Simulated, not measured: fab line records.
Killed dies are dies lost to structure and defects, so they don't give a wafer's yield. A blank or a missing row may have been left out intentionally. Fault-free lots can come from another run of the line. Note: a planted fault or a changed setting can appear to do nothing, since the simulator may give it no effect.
Problem report, 8D (eight disciplines) form, completed by code :: flow nandHarc :: the parts of the form that need people (team, actions taken, sign-off) are left out

1. PROBLEM STATEMENT
overlayXNm at NHARC_A_BLC_OVL_MEAS_11 reads a mean of 6.7 nm on 9 wafers of 3 lots; wafers without a fault read 0.3 nm with a standard deviation of 0.79. Measured from the usual mean, that is +8.1 standard deviations.
Earliest sighting: wafer L459.2 on overlay-02 at day 20 22:42. At this step, 36 wafers from 12 lots have a number in the record. By rule, "out" or "out of limits" means more than 4 standard deviations away from the usual mean. The other wafers with a number count as sound.

2. WHAT THIS IS AND IS NOT
question: which readings at this step
is: overlayXNm
is not: overlayYNm

question: which lots
is: L459, L462, L463
is not: L445, L446, L449, L450, L455, L456, L457, L466, L467

question: which wafers of those lots
is: all that have a number
is not: -

question: read on which gauges
is: overlay-01, overlay-02
is not: -

question: when
is: from day 20 22:42
is not: up to then (21 sound wafers); but 6 sound wafers of L466, L467 came after

3. WHAT RULES OUT EACH SUSPECT
Counting: a tool at any process step up to the reading remains a suspect when it ran all the lots that are out and ran no sound lot after the first of those.
- ruled out: the gauge at NHARC_A_BLC_OVL_MEAS_11. The wafers that are out were read on 2 gauges (overlay-01, overlay-02).
- arfiScanner-02 at NHARC_A_BLC_EXPOSE_07 (exposes mask A BLC, target cd 100 nm): kept. Every lot that is out went through it, starting with L459 (day 20 22:28), and after that it ran no sound lot; the last sound lot it ran before then is L455 (day 20 19:44).
Left after counting: arfiScanner-02 at NHARC_A_BLC_EXPOSE_07.

4. THE CAUSE (what the simulator had put in)
Scanner matching overlay: arfiScanner-02, from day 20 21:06 on, at NHARC_A_BLC_EXPOSE_07. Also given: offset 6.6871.
Counting left only this tool.

5. THE CHAIN OF EFFECTS, in route order
Rows list readings where the struck wafers' mean (over those with a number) sits beyond 3 standard deviations from the usual. Only readings for which the record gives a usual standard deviation are gone through. hours: the time from each lot's start at the first step in this table that gives one to its start at this step, as a median over the lots. sigmas: the change in usual standard deviations.
hours: 0
step: NHARC_A_BLC_OVL_MEAS_11
reading: overlayXNm
usual: 0.3 nm
on struck wafers: 6.7
change: +6.4
sigmas: +8.1

6. HOW IT WOULD HAVE BEEN CAUGHT EARLIER
Counted from the fault's start at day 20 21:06, it took 2 hours until the first out-of-limits reading at a measuring or inspecting step in this record, taken at day 20 22:42.
Of the lots that are out (3), L462, L463 began NHARC_A_BLC_EXPOSE_07 on arfiScanner-02 after day 20 22:42. A hold on the tool at that time would have spared those 2.
